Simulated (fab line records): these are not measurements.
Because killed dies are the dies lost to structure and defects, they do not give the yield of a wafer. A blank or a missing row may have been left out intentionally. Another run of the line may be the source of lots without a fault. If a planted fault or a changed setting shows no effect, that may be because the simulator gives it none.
fab line records | flow n5_finfet
record: lots: 10 | wafers: 30 | last_day: 19
route steps=1938 shown BEOL_M3@980 BEOL_M4@1111 PASSIVATION@1936
lots with no fault: from the same line, run without faults
start_h: the number of hours between the record's first day and the start of the first shown wafer of the lot | wait_h: hours since the lot's step before | " as in the row above | L1.1+2: a row that stands for several wafers | - no value, or no start given | * or withheld: withheld | < > ~ a bound
route shown NAME@n: a module of which the file shows steps, and the number in the route of the first | usual: average and standard deviation across the fault-free wafers | same: alike in all rows | chamber/n: place in a boat | sites: per-site readings | _std_site: the values' standard deviation | _edge_site: inner sites' mean taken away from outer sites' mean | radius_mm: how far each site lies from the wafer's centre | mask NAME#n: copy n | behind: the last tool/chamber to shape the wafer | hold: the reason the lot was held/the length of the hold in hours/how it ended | device: the n, p or np transistor that did not switch | end of line: at the end of the route, the tests of the same wafers | for a step that has no rows: nothing shown but its recipe | killed: count of dies lost to structure and defects at first sort (not the wafer's yield) | map: a wafer's dies, marking killed ones x, the rest . and places with no die _
set.NAME: the setting as run; set.NAME@STEP: as run at that earlier step | model.NAME: the simulator's own value behind a step, which no gauge read
one table for each step of the route and one row for each wafer, over a sample of lots
services: when a tool's chamber went out of use (start_h, in hours from the record's first day, below 0 if earlier), for how many hours, and the reason
== steps ==
step: N5_BEOL_M3_TRENCH_ETCH_37
recipe: chemistry: C4F6/O2 | target_depth_a: 555.55 | target: SiOC | time_s: 29.2 | ion_energy_ev: 250 | pressure_mtorr: 30 | source_w: 355 | bias_w: 185 | Ar_flow_sccm: 300 | C4F6_flow_sccm: 10 | O2_flow_sccm: 10
usual: O2_flow_sccm: 9.998/0.029 | drypump_motor_current_A: 5.8/0.3 | oes_product_au: 0.79/0.082 | rf_vpp_V: 664/15 | showerhead_plenum_p_Torr: 2.80/0.1 | throttle_valve_pct: 20.83/0.26
lot.wafer | tool        | chamber | start_h | wait_h | O2_flow_sccm | drypump_motor_current_A | oes_product_au | rf_hours_counter_h | rf_vpp_V | showerhead_plenum_p_Torr | throttle_valve_pct
L483.2    | rie_diel-05 | 1       | -       | -      | 9.974        | 5.8                     | 0.76           | 153                | 685      | 2.93                     | 20.62
L483.3    | "           | 2       | "       | "      | 9.985        | 5.3                     | 0.71           | 188                | 664      | 2.87                     | 21.17
L483.5    | "           | 0       | "       | "      | 9.978        | 5.5                     | 0.99           | -                  | 665      | 2.91                     | 21.09
L484.3    | rie_diel-06 | 2       | -       | -      | 10.030       | 5.3                     | 0.69           | 251                | 668      | 2.72                     | 21.28
L484.4    | "           | 2       | "       | "      | 9.983        | 5.3                     | 0.69           | -                  | 668      | 2.72                     | 21.30
L484.6    | "           | 0       | "       | "      | 9.985        | 5.6                     | 0.89           | -                  | 670      | 2.76                     | 20.46
L492.2    | rie_diel-03 | 1       | -       | -      | 9.983        | 6.0                     | 0.77           | 150                | 651      | 2.84                     | 20.79
L492.3    | "           | 0       | "       | "      | 9.993        | 6.5                     | 0.89           | 19                 | 683      | 2.77                     | 20.61
L492.4    | "           | 0       | "       | "      | 9.945        | 6.5                     | 0.89           | -                  | 684      | 2.77                     | 20.63
L491.2    | rie_diel-03 | 0       | -       | -      | 10.001       | 6.4                     | 0.90           | 21                 | 685      | 2.77                     | 20.63
L491.4    | "           | 1       | "       | "      | 10.046       | 5.9                     | 0.77           | -                  | 650      | 2.84                     | 20.81
L491.5    | "           | 0       | "       | "      | 9.975        | 6.4                     | 0.89           | -                  | 685      | 2.77                     | 20.62
L493.4    | rie_diel-05 | 0       | -       | -      | 10.003       | 5.5                     | 0.92           | 30                 | 665      | 2.90                     | 21.13
L493.5    | "           | 2       | "       | "      | 9.995        | 5.3                     | 0.70           | -                  | 662      | 2.86                     | 21.20
L493.6    | "           | 3       | "       | "      | 9.984        | 6.0                     | 0.81           | -                  | 681      | 2.90                     | 21.18
L494.3    | rie_diel-03 | 0       | -       | -      | 10.036       | 6.4                     | 0.88           | 25                 | 684      | 2.77                     | 20.63
L494.4    | "           | 1       | "       | "      | 10.016       | 6.0                     | 0.76           | 157                | 651      | 2.83                     | 20.81
L494.5    | "           | 3       | "       | "      | 9.971        | 5.7                     | 0.75           | -                  | 672      | 2.71                     | 21.03
L495.1    | rie_diel-06 | 1       | -       | -      | 10.000       | 5.6                     | 0.74           | 181                | 645      | 2.68                     | 20.59
L495.3    | "           | 0       | "       | "      | 10.013       | 5.6                     | 0.86           | 51                 | 671      | 2.75                     | 20.51
L495.5    | "           | 1       | "       | "      | 10.020       | 5.7                     | 0.74           | -                  | 643      | 2.68                     | 20.59
L501.1    | rie_diel-03 | 3       | -       | -      | 9.996        | 5.7                     | 0.74           | 196                | 673      | 2.71                     | 21.05
L501.3    | "           | 1       | "       | "      | 10.036       | 6.0                     | 0.75           | 169                | 650      | 2.83                     | 20.83
L501.4    | "           | 0       | "       | "      | 10.012       | 6.4                     | 0.86           | 39                 | 683      | 2.76                     | 20.65
L505.3    | rie_diel-06 | 3       | -       | -      | 10.107       | 5.9                     | 0.76           | 169                | 666      | 2.70                     | 20.68
L505.5    | "           | 0       | "       | "      | 10.033       | 5.6                     | 0.82           | -                  | 671      | 2.74                     | 20.52
L505.6    | "           | 3       | "       | "      | 10.008       | 5.9                     | 0.75           | -                  | 667      | 2.70                     | 20.70
L506.2    | rie_diel-03 | 0       | -       | -      | 9.968        | 6.4                     | 0.85           | 47                 | 682      | 2.76                     | 20.66
L506.3    | "           | 1       | "       | "      | 10.041       | 6.0                     | 0.75           | 178                | 651      | 2.82                     | 20.85
L506.5    | "           | 1       | "       | "      | 9.998        | 6.0                     | 0.74           | -                  | 650      | 2.82                     | 20.84
step: N5_BEOL_M3_PRE_CLEAN_45
recipe: gas: H2/He | time_s: 30 | temp_c: 250
usual: heater_power_w: 333/34
lot.wafer | tool           | chamber | start_h | wait_h | heater_power_w
L483.2    | pvd_sputter-01 | -       | 161.27  | 0.0    | 307
L483.3    | "              | -       | "       | "      | 356
L483.5    | "              | -       | "       | "      | 305
L484.3    | pvd_sputter-02 | -       | 172.09  | 0.0    | 388
L484.4    | "              | -       | "       | "      | 364
L484.6    | "              | -       | "       | "      | 326
L492.2    | pvd_sputter-02 | -       | 213.05  | 0.0    | 331
L492.3    | "              | -       | "       | "      | 366
L492.4    | "              | -       | "       | "      | 401
L491.2    | pvd_sputter-02 | -       | 217.69  | 0.0    | 320
L491.4    | "              | -       | "       | "      | 365
L491.5    | "              | -       | "       | "      | 391
L493.4    | pvd_sputter-02 | -       | 228.08  | 0.0    | 338
L493.5    | "              | -       | "       | "      | 360
L493.6    | "              | -       | "       | "      | 345
L494.3    | pvd_sputter-03 | -       | 230.82  | 0.0    | 273
L494.4    | "              | -       | "       | "      | 344
L494.5    | "              | -       | "       | "      | 293
L495.1    | pvd_sputter-02 | -       | 230.86  | 0.0    | 336
L495.3    | "              | -       | "       | "      | 393
L495.5    | "              | -       | "       | "      | 323
L501.1    | pvd_sputter-02 | -       | 272.32  | 0.0    | 340
L501.3    | "              | -       | "       | "      | 316
L501.4    | "              | -       | "       | "      | 368
L505.3    | pvd_sputter-02 | -       | 295.28  | 0.0    | 327
L505.5    | "              | -       | "       | "      | 318
L505.6    | "              | -       | "       | "      | 385
L506.2    | pvd_sputter-03 | -       | 298.83  | 0.0    | 338
L506.3    | "              | -       | "       | "      | 261
L506.5    | "              | -       | "       | "      | 344
step: N5_BEOL_M3_CVD_47
recipe: material: Co | target_thk_a: 30 | temp_c: withheld | precursor: CCTBA/H2 | pressure_torr: 30 | time_s: 223.8
usual: run_length_s: 246.9/0.54
lot.wafer | tool      | chamber | start_h | wait_h | run_length_s
L483.2    | cvd_co-01 | 2       | 161.62  | 0.0    | 246.6
L483.3    | "         | 1       | "       | "      | 247.6
L483.5    | "         | 0       | "       | "      | 247.2
L484.3    | cvd_co-01 | 2       | 172.44  | 0.0    | 246.1
L484.4    | "         | 1       | "       | "      | 247.0
L484.6    | "         | 0       | "       | "      | 247.1
L492.2    | cvd_co-02 | 2       | 213.72  | 0.3    | 247.8
L492.3    | "         | 0       | "       | "      | 246.9
L492.4    | "         | 1       | "       | "      | 247.2
L491.2    | cvd_co-01 | 0       | 218.06  | 0.1    | 247.6
L491.4    | "         | 2       | "       | "      | 246.1
L491.5    | "         | 0       | "       | "      | 246.8
L493.4    | cvd_co-01 | 1       | 228.64  | 0.2    | 129.0
L493.5    | "         | 0       | "       | "      | 129.4
L493.6    | "         | 2       | "       | "      | 246.0
L495.1    | cvd_co-01 | 2       | 231.24  | 0.0    | 246.1
L495.3    | "         | 1       | "       | "      | 247.4
L495.5    | "         | 2       | "       | "      | 128.7
L494.3    | cvd_co-02 | 2       | 231.30  | 0.1    | 247.1
L494.4    | "         | 1       | "       | "      | 247.3
L494.5    | "         | 2       | "       | "      | 247.0
L501.1    | cvd_co-02 | 2       | 272.80  | 0.1    | 247.0
L501.3    | "         | 0       | "       | "      | 246.9
L501.4    | "         | 1       | "       | "      | 247.4
L505.3    | cvd_co-02 | 2       | 295.73  | 0.1    | 246.8
L505.5    | "         | 0       | "       | "      | 246.2
L505.6    | "         | 2       | "       | "      | 247.4
L506.2    | cvd_co-01 | 2       | 299.64  | 0.3    | 245.8
L506.3    | "         | 1       | "       | "      | 247.3
L506.5    | "         | 0       | "       | "      | 247.3
step: N5_BEOL_M3_ANNEAL_80
recipe: temp_c: 400 | time_s: 240 | ambient: vacuum
usual: heater_power_w: 812/82
lot.wafer | tool           | chamber | start_h | wait_h | heater_power_w
L483.2    | pvd_sputter-01 | -       | 162.08  | 0.0    | 895
L483.3    | "              | -       | "       | "      | 744
L483.5    | "              | -       | "       | "      | 741
L484.3    | pvd_sputter-03 | -       | 172.91  | 0.0    | 736
L484.4    | "              | -       | "       | "      | 846
L484.6    | "              | -       | "       | "      | 751
L492.2    | pvd_sputter-03 | -       | 214.19  | 0.0    | 859
L492.3    | "              | -       | "       | "      | 718
L492.4    | "              | -       | "       | "      | 673
L491.2    | pvd_sputter-01 | -       | 218.70  | 0.0    | 755
L491.4    | "              | -       | "       | "      | 756
L491.5    | "              | -       | "       | "      | 839
L493.4    | pvd_sputter-02 | -       | 229.04  | 0.0    | 965
L493.5    | "              | -       | "       | "      | 788
L493.6    | "              | -       | "       | "      | 966
L495.1    | pvd_sputter-03 | -       | 231.72  | 0.0    | 726
L495.3    | "              | -       | "       | "      | 876
L495.5    | "              | -       | "       | "      | 808
L494.3    | pvd_sputter-01 | -       | 231.82  | 0.0    | 840
L494.4    | "              | -       | "       | "      | 756
L494.5    | "              | -       | "       | "      | 880
L501.1    | pvd_sputter-03 | -       | 273.30  | 0.0    | 682
L501.3    | "              | -       | "       | "      | 847
L501.4    | "              | -       | "       | "      | 735
L505.3    | pvd_sputter-03 | -       | 296.47  | 0.0    | 667
L505.5    | "              | -       | "       | "      | 831
L505.6    | "              | -       | "       | "      | 859
L506.2    | pvd_sputter-02 | -       | 301.32  | 0.0    | 911
L506.3    | "              | -       | "       | "      | 972
L506.5    | "              | -       | "       | "      | 897
step: N5_BEOL_M4_RC_MEAS_101
usual: DIBL_N: 35.8/2.2 | DIBL_P: 35.3/2.7 | IOFF_N: 0.16/0.043 | IOFF_P: 0.21/0.043 | ION_N: 676/15 | ION_P: 463/9.1 | SS_N: 71.4/0.77 | SS_P: 73.0/0.79 | VT_N: 250/4 | VT_P: -249.8/2.8
lot.wafer | tool      | chamber | start_h | wait_h | DIBL_N[mV/V] | DIBL_P[mV/V] | IOFF_N[nA/um] | IOFF_P[nA/um] | ION_N[uA/um] | ION_P[uA/um] | SS_N[mV/dec] | SS_P[mV/dec] | VT_N[mV] | VT_P[mV]
L483.2    | prober-02 | 0       | 176.18  | 0.2    | 37.7         | 39.0         | 0.19          | 0.24          | 689          | 474          | 70.9         | 72.4         | 242      | -246.0
L483.3    | "         | 0       | "       | "      | 40.3         | 41.7         | 0.25          | 0.30          | 708          | 481          | 71.5         | 73.9         | 240      | -244.5
L483.5    | "         | 0       | "       | "      | 35.7         | 37.3         | 0.17          | 0.22          | 694          | 478          | 70.7         | 72.3         | 244      | -247.6
L484.3    | prober-01 | 0       | 185.57  | 0.3    | 33.6         | 32.6         | 0.11          | 0.16          | 674          | 460          | 70.4         | 72.6         | 254      | -251.9
L484.4    | "         | 0       | "       | "      | 35.9         | 34.8         | 0.14          | 0.20          | 674          | 461          | 71.5         | 72.8         | 252      | -248.7
L484.6    | "         | 0       | "       | "      | 35.9         | 34.9         | 0.14          | 0.20          | 691          | 472          | 71.7         | 73.2         | 251      | -249.1
L492.2    | prober-02 | 0       | 228.23  | 0.2    | 35.8         | 33.7         | 0.16          | 0.19          | 682          | 468          | 70.4         | 72.5         | 247      | -248.5
L492.3    | "         | 0       | "       | "      | 37.3         | 35.3         | 0.17          | 0.20          | 685          | 466          | 71.9         | 74.0         | 248      | -251.6
L492.4    | "         | 0       | "       | "      | 34.9         | 34.2         | 0.14          | 0.19          | 674          | 469          | 71.3         | 73.3         | 250      | -251.7
L491.2    | prober-02 | 0       | 231.90  | 0.2    | 37.2         | 35.2         | 0.17          | 0.20          | 675          | 458          | 71.4         | 72.9         | 249      | -251.0
L491.4    | "         | 0       | "       | "      | 38.9         | 36.9         | 0.19          | 0.22          | 687          | 469          | 71.9         | 73.0         | 250      | -249.8
L491.5    | "         | 0       | "       | "      | 35.4         | 33.4         | 0.13          | 0.17          | 670          | 463          | 71.0         | 72.4         | 255      | -253.7
L493.4    | prober-02 | 0       | 246.25  | 0.5    | 31.4         | 29.7         | 0.10          | 0.14          | 662          | 460          | 70.6         | 71.3         | 255      | -255.3
L493.5    | "         | 0       | "       | "      | 34.2         | 33.4         | 0.13          | 0.19          | 685          | 473          | 70.9         | 72.5         | 249      | -249.2
L493.6    | "         | 0       | "       | "      | 33.4         | 31.2         | 0.13          | 0.15          | 679          | 461          | 70.2         | 72.0         | 252      | -253.8
L495.1    | prober-01 | 0       | 247.59  | 0.0    | 36.4         | 36.0         | 0.16          | 0.19          | 690          | 464          | 70.8         | 73.7         | 249      | -250.6
L495.3    | "         | 0       | "       | "      | 34.9         | 34.8         | 0.15          | 0.17          | 687          | 463          | 72.2         | 72.9         | 249      | -252.7
L495.5    | "         | 0       | "       | "      | 32.5         | 33.0         | 0.11          | 0.15          | 669          | 458          | 70.2         | 72.3         | 255      | -253.7
L494.3    | prober-01 | 0       | 251.10  | 0.3    | 36.1         | 37.7         | 0.16          | 0.24          | 691          | 475          | 71.5         | 73.4         | 248      | -245.8
L494.4    | "         | 0       | "       | "      | 35.0         | 34.5         | 0.13          | 0.19          | 675          | 465          | 71.2         | 72.5         | 253      | -250.0
L494.5    | "         | 0       | "       | "      | 38.0         | 38.7         | 0.19          | 0.27          | 686          | 470          | 72.1         | 73.5         | 249      | -247.0
L501.1    | prober-02 | 0       | 293.45  | 0.0    | 34.2         | 33.5         | 0.12          | 0.18          | 666          | 460          | 70.2         | 72.3         | 255      | -250.9
L501.3    | "         | 0       | "       | "      | 33.0         | 34.1         | 0.13          | 0.19          | 670          | 469          | 70.6         | 72.6         | 249      | -249.6
L501.4    | "         | 0       | "       | "      | 39.0         | 40.5         | 0.24          | 0.30          | 702          | 486          | 71.8         | 74.1         | 244      | -244.9
L505.3    | prober-01 | 0       | 314.68  | 0.3    | 35.3         | 33.6         | 0.14          | 0.21          | 667          | 466          | 71.1         | 72.9         | 249      | -250.5
L505.5    | "         | 0       | "       | "      | 35.0         | 31.5         | 0.12          | 0.16          | 660          | 459          | 71.0         | 72.0         | 254      | -252.2
L505.6    | "         | 0       | "       | "      | 35.3         | 33.0         | 0.14          | 0.18          | 682          | 466          | 71.3         | 72.1         | 251      | -250.8
L506.2    | prober-02 | 0       | 316.96  | 0.2    | 32.9         | 32.4         | 0.11          | 0.15          | 637          | 436          | 70.9         | 71.5         | 255      | -254.5
L506.3    | "         | 0       | "       | "      | 33.3         | 34.0         | 0.13          | 0.18          | 674          | 458          | 71.1         | 72.9         | 248      | -248.6
L506.5    | "         | 0       | "       | "      | 36.5         | 36.4         | 0.17          | 0.21          | 658          | 450          | 72.3         | 73.1         | 249      | -250.6
step: N5_PASSIVATION_PROBE_49
usual: defect_limited_yield: 91.1/1.4 | killed_at_M0_to_M3: 34/11 | killed_at_M4_up: 14/5.6 | killed_at_contacts: 13/5.9 | killed_at_front_end: 40/11 | killed_at_other: 4/3.1 | killed_dies: 105/16 | killed_open: 68/11 | killed_short: 34/8.4 | sort_bin_5_function: 5.2/0.86 | sort_bin_6_memory: 3.2/0.7 | sort_bin_8_speed: 0.1/1.1 | sort_n_pass: 1074/21 | sort_yield_pct: 91.0/1.8
same: gross_dies: 1180 | killed_at_back_side: 0 | sort_bin_4_leakage[%]: 0
lot.wafer | tool      | chamber | start_h | wait_h | defect_limited_yield[%] | killed_at_M0_to_M3 | killed_at_M4_up | killed_at_contacts | killed_at_front_end | killed_at_other | killed_dies | killed_open | killed_short | sort_bin_5_function[%] | sort_bin_6_memory[%] | sort_bin_8_speed[%] | sort_n_pass | sort_yield_pct[%]
L495.1    | prober-01 | -       | 347.38  | 0.0    | 92.4                    | 21                 | 15              | 7                  | 36                  | 11              | 90          | 60          | 29           | 4.7                    | 2.7                  | 0                   | 1090        | 92.4
L495.3    | prober-01 | -       | 347.48  | 0.1    | 88.6                    | 46                 | 13              | 6                  | 58                  | 12              | 135         | 86          | 39           | 6.1                    | 4.2                  | 0                   | 1045        | 88.6
L495.5    | prober-01 | -       | 347.58  | 0.2    | 89.0                    | 46                 | 12              | 14                 | 49                  | 9               | 130         | 78          | 36           | 6.3                    | 3.3                  | 0                   | 1050        | 89.0
L494.5    | prober-02 | -       | 354.02  | 0.2    | 93.6                    | 36                 | 8               | 8                  | 23                  | 0               | 75          | 47          | 28           | 3.9                    | 2.3                  | 0                   | 1105        | 93.6
L505.3    | prober-01 | -       | 442.74  | 0.1    | 90.8                    | 22                 | 6               | 22                 | 50                  | 9               | 109         | 76          | 26           | 6.1                    | 2.5                  | 0                   | 1071        | 90.8
L505.5    | prober-01 | -       | 442.84  | 0.2    | 91.4                    | 29                 | 14              | 12                 | 42                  | 5               | 102         | 72          | 28           | 5.0                    | 3.6                  | 0                   | 1078        | 91.4
L505.6    | prober-01 | -       | 442.89  | 0.3    | 90.0                    | 33                 | 8               | 18                 | 50                  | 9               | 118         | 80          | 32           | 5.8                    | 3.5                  | 0                   | 1062        | 90.0
L506.2    | prober-02 | -       | 442.85  | 0.1    | 87.8                    | 27                 | 25              | 17                 | 69                  | 6               | 144         | 96          | 48           | 6.7                    | 5.2                  | 0.8                 | 1026        | 86.9
L506.3    | prober-02 | -       | 442.90  | 0.1    | 90.4                    | 30                 | 27              | 12                 | 40                  | 4               | 113         | 74          | 39           | 5.3                    | 3.9                  | 0                   | 1067        | 90.4
L506.5    | prober-02 | -       | 443.00  | 0.2    | 91.5                    | 20                 | 25              | 9                  | 45                  | 1               | 100         | 70          | 29           | 5.4                    | 2.8                  | 0                   | 1080        | 91.5
killed by level:class
L495.1 STI_FIN_REVEAL:geometric_particle:open=9 MOL_CONTACT_COAG:geometric_particle:open=7 BEOL_M0_SAQP:geometric_particle:short=6 BEOL_M5:geometric_particle:open=6 BEOL_M2:geometric_particle:open=6 GATE_CUT:geometric_particle:open=5 BEOL_M0_SAQP:geometric_particle:open=5 PAD_METAL:geometric_particle:open=5
L495.3 BEOL_M3:geometric_particle:open=14 FIN_SAQP:geometric_particle:short=11 BEOL_M2:geometric_particle:open=11 HKMG_FIN:area_etch=10 DUMMY_GATE:geometric_particle:open=8 BEOL_M0_SAQP:geometric_particle:short=8 STI_FIN_REVEAL:geometric_particle:open=7 GATE_CUT:geometric_particle:open=6
L495.5 HKMG_FIN:area_etch=15 MOL_CONTACT_COAG:geometric_particle:open=14 BEOL_M0_SAQP:geometric_particle:short=10 BEOL_M2:geometric_particle:open=9 BEOL_M0_SAQP:geometric_particle:open=7 FIN_SAQP:geometric_particle:open=6 FIN_SAQP:geometric_particle:short=6 BEOL_M1:geometric_particle:open=6
L494.5 BEOL_M1:geometric_particle:open=9 BEOL_M0_SAQP:geometric_particle:open=7 FIN_SAQP:geometric_particle:short=6 BEOL_M2:geometric_particle:open=6 GATE_CUT:geometric_particle:short=5 FIN_SAQP:geometric_particle:open=4 MOL_CONTACT_COAG:geometric_particle:open=4 MOL_CONTACT_COAG:geometric_particle:short=4
L505.3 MOL_CONTACT_COAG:geometric_particle:open=18 STI_FIN_REVEAL:geometric_particle:open=13 FIN_SAQP:geometric_particle:open=8 BEOL_M2:geometric_particle:open=7 STI_FIN_REVEAL:geometric_particle:short=6 DUMMY_GATE:geometric_particle:open=6 FIN_SAQP:geometric_particle:short=5 HKMG_FIN:area_etch=5
L505.5 STI_FIN_REVEAL:geometric_particle:open=14 BEOL_M4:geometric_particle:open=11 MOL_CONTACT_COAG:geometric_particle:open=11 FIN_SAQP:geometric_particle:short=8 BEOL_M2:geometric_particle:open=8 BEOL_M0_SAQP:geometric_particle:short=6 ILD0:geometric_particle:short=4 BEOL_M1:geometric_particle:open=4
L506.2 FIN_SAQP:geometric_particle:open=27 FIN_SAQP:geometric_particle:short=25 BEOL_M4:geometric_particle:open=16 MOL_CONTACT_COAG:geometric_particle:open=13 BEOL_M2:geometric_particle:open=10 BEOL_M0_SAQP:geometric_particle:open=6 MOL_CONTACT_COAG:geometric_particle:short=4 BEOL_M5:geometric_particle:open=4
L505.6 STI_FIN_REVEAL:geometric_particle:open=14 MOL_CONTACT_COAG:geometric_particle:open=11 DUMMY_GATE:geometric_particle:open=7 MOL_CONTACT_COAG:geometric_particle:short=7 BEOL_M0_SAQP:geometric_particle:open=7 BEOL_M2:geometric_particle:open=7 BEOL_M1:geometric_particle:open=6 HKMG_FIN:area_etch=6
L506.3 FIN_SAQP:geometric_particle:short=17 MOL_CONTACT_COAG:geometric_particle:open=11 BEOL_M4:geometric_particle:open=11 FIN_SAQP:geometric_particle:open=9 BEOL_M3:geometric_particle:open=8 BEOL_M0_SAQP:geometric_particle:open=6 BEOL_M0_SAQP:geometric_particle:short=5 BEOL_M5:geometric_particle:open=5
L506.5 FIN_SAQP:geometric_particle:open=14 BEOL_M4:geometric_particle:open=14 FIN_SAQP:geometric_particle:short=12 BEOL_M3:geometric_particle:open=9 MOL_CONTACT_COAG:geometric_particle:open=8 STI_FIN_REVEAL:geometric_particle:open=6 DUMMY_GATE:geometric_particle:open=4 BEOL_M5:geometric_particle:open=4
== services ==
tool           | chamber | start_h | hours | kind
pvd_sputter-03 | -       | 138.10  | 13.5  | repair
rie_diel-03    | 1       | 154.43  | 5.8   | repair
rie_diel-06    | 3       | 165.87  | 11.5  | repair
cvd_co-02      | -       | 173.05  | 4.3   | pm
pvd_sputter-02 | -       | 177.90  | 0.7   | repair
rie_diel-06    | 2       | 182.28  | 6.3   | repair
rie_diel-06    | 2       | 188.79  | -     | clean
rie_diel-06    | 2       | 188.79  | -     | consumable_replace:focus_ring
rie_diel-06    | 2       | 188.79  | -     | consumable_replace:showerhead
rie_diel-06    | 2       | 188.79  | 20.9  | scheduled_down
rie_diel-06    | 2       | 188.79  | 20.9  | vent_cycle
rie_diel-03    | 3       | 204.13  | 13.8  | repair
rie_diel-06    | -       | 216.83  | 4.3   | pm
rie_diel-05    | 3       | 228.51  | 2.4   | repair
rie_diel-06    | 2       | 235.86  | 5.7   | repair
cvd_co-02      | 0       | 237.44  | 6.6   | repair
cvd_co-01      | -       | 243.87  | 2.8   | pm
rie_diel-05    | -       | 249.68  | 4.3   | pm
cvd_co-02      | -       | 252.23  | 6.9   | pm
cvd_co-01      | -       | 263.04  | 0.3   | repair
cvd_co-01      | 2       | 267.80  | 8.3   | repair
cvd_co-02      | 2       | 288.59  | 3.8   | repair
cvd_co-01      | -       | 289.21  | 1.1   | repair
rie_diel-05    | -       | 290.91  | 0.9   | repair
== key ==
first_sign: step: N5_BEOL_M3_CVD_47 | reading: run_length_s | direction: down | sigmas: 99+ | usual: * | struck: *
effect none on later readings
met_at N5_BEOL_M3_CVD_47
struck_lots L493,L495
struck_wafers L493.4,L493.5,L495.5
baseline_loss: step: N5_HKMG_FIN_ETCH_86 | wafers: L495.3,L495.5
not_acting_at N5_BEOL_M3_TRENCH_ETCH_37,N5_BEOL_M3_PRE_CLEAN_45,N5_BEOL_M3_ANNEAL_80
onset_between 218.06 228.64
fault: kind: process_parameter_drift | tool: cvd_co-01 | chamber: - | onset_h: 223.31 | steps: N5_BEOL_M3_CVD_47 | channel: time_s | offset: * | shape: step | end_h: 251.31 | scope: struck_wafers_only | acts_in: * | stated: *
baseline_loss: these wafers lose ten dies or more at that step, a loss of the line's own and not of a fault; the sort's usual values leave them out
